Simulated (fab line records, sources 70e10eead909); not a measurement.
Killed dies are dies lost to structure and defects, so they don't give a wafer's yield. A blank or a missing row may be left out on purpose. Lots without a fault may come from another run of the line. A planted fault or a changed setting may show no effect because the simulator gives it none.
Which tool did it? | flow nand_harc | 14 lots, 42 wafers sampled, at 2 steps of a route of 1159

WHAT THE GAUGES READ, wafer by wafer
NHARC_A_M0_THK_MEAS_24: measures by xrf.
lot  | measured     | on            | thk_nm (nm)
L958 | day 18 00:07 | film_metro-02 | 114.3 115.2 113.9
L960 | day 19 02:16 | film_metro-02 | 114.1 115.0 114.3
L965 | day 19 19:25 | film_metro-02 | 113.8 114.4 113.8
L963 | day 19 19:51 | film_metro-02 | 112.5 113.3 115.6
L968 | day 20 05:16 | film_metro-01 | 114.2 115.7 115.9
L969 | day 20 20:59 | film_metro-02 | 112.6 112.7 113.0
L970 | day 21 13:08 | film_metro-01 | 115.2 114.3 114.6
L972 | day 22 05:02 | film_metro-02 | 114.5 115.6 115.9
L973 | day 22 09:11 | film_metro-01 | 114.3 114.6 115.1
L976 | day 22 20:15 | film_metro-02 | 110.8 111.2 113.7
L974 | day 22 20:55 | film_metro-02 | 116.0 114.7 115.9
L977 | day 22 23:32 | film_metro-01 | 114.7 115.3 112.8
L978 | day 23 12:04 | film_metro-01 | 113.5 112.6 113.8
L979 | day 23 16:08 | film_metro-02 | 114.4 118.1 116.6

NHARC_A_M1_OVL_MEAS_10: pitch 240 nm.
lot  | measured     | on         | overlay_x_nm (nm) | overlay_y_nm (nm)
L958 | day 18 01:46 | overlay-01 | 0.4 0.2 0.2       | 1.0 0.3 0.5
L960 | day 19 03:53 | overlay-02 | 1.2 0.5 0.7       | 1.0 1.2 1.0
L965 | day 19 20:57 | overlay-02 | -1.1 -0.3 -0.9    | 0.7 0.8 1.2
L963 | day 19 21:22 | overlay-01 | -1.3 -2.2 -1.4    | -1.0 -1.1 -0.5
L968 | day 20 06:47 | overlay-01 | -2.0 -2.0 -1.9    | 0.1 -0.5 -0.3
L969 | day 20 22:31 | overlay-01 | -0.8 -1.2 -1.4    | -1.1 -1.2 -1.0
L970 | day 21 14:38 | overlay-02 | -0.2 0.2 -0.5     | 0.9 0.2 0.4
L972 | day 22 06:44 | overlay-01 | -0.5 -0.6 -0.4    | -0.2 -0.4 -0.1
L973 | day 22 10:54 | overlay-02 | 0.4 0.5 0.2       | -0.5 -1.0 -1.3
L976 | day 22 21:53 | overlay-02 | -0.3 0.1 0.5      | -0.4 0.5 0.4
L974 | day 22 23:14 | overlay-02 | -0.5 -0.1 -0.5    | 0.0 -0.8 -0.8
L977 | day 23 01:10 | overlay-02 | -0.5 -0.8 -0.8    | 0.3 0.0 0.2
L978 | day 23 14:00 | overlay-02 | 0.3 0.9 0.6       | -0.1 0.0 0.0
L979 | day 23 17:48 | overlay-01 | 0.0 -1.0 -0.5     | -0.6 -0.8 -0.4

WHICH TOOL RAN EACH LOT (tool, then ch and the chambers of the sampled wafers, then the start)
The record holds no process step before these readings.

WHAT THE TOOLS THEMSELVES READ (means of the sampled wafers that have a number; where no wafer has one, the mark that the record gives instead)
The record holds no such reading with a usual standard deviation.

THE ANSWER, worked out from the rows above alone
Rule: what is usual is taken from the lots themselves. Put in order of their means at a reading, lots are off if they are a third of the lots or fewer, leave a main group of 4 or more, and stand apart from it by a gap of 3 or more times the standard deviation of the main group's means; of several such gaps the widest counts. A main group whose means are all the same, to the digits that the tables above print for the reading, isn't used. A lot without any number at a reading at which 4 lots or more have one is off too. The other lots that the step has rows for count as sound. The gauges are gone through in route order, then the tools' own readings, and for those a lot's mean is taken as printed above. The first step at which some lot is off is used, and at that step the reading that is off furthest; a lot without a number counts as furthest.
No lot is off at any reading shown: from this, nothing can be told.

WHAT THE SIMULATOR HAD PUT IN
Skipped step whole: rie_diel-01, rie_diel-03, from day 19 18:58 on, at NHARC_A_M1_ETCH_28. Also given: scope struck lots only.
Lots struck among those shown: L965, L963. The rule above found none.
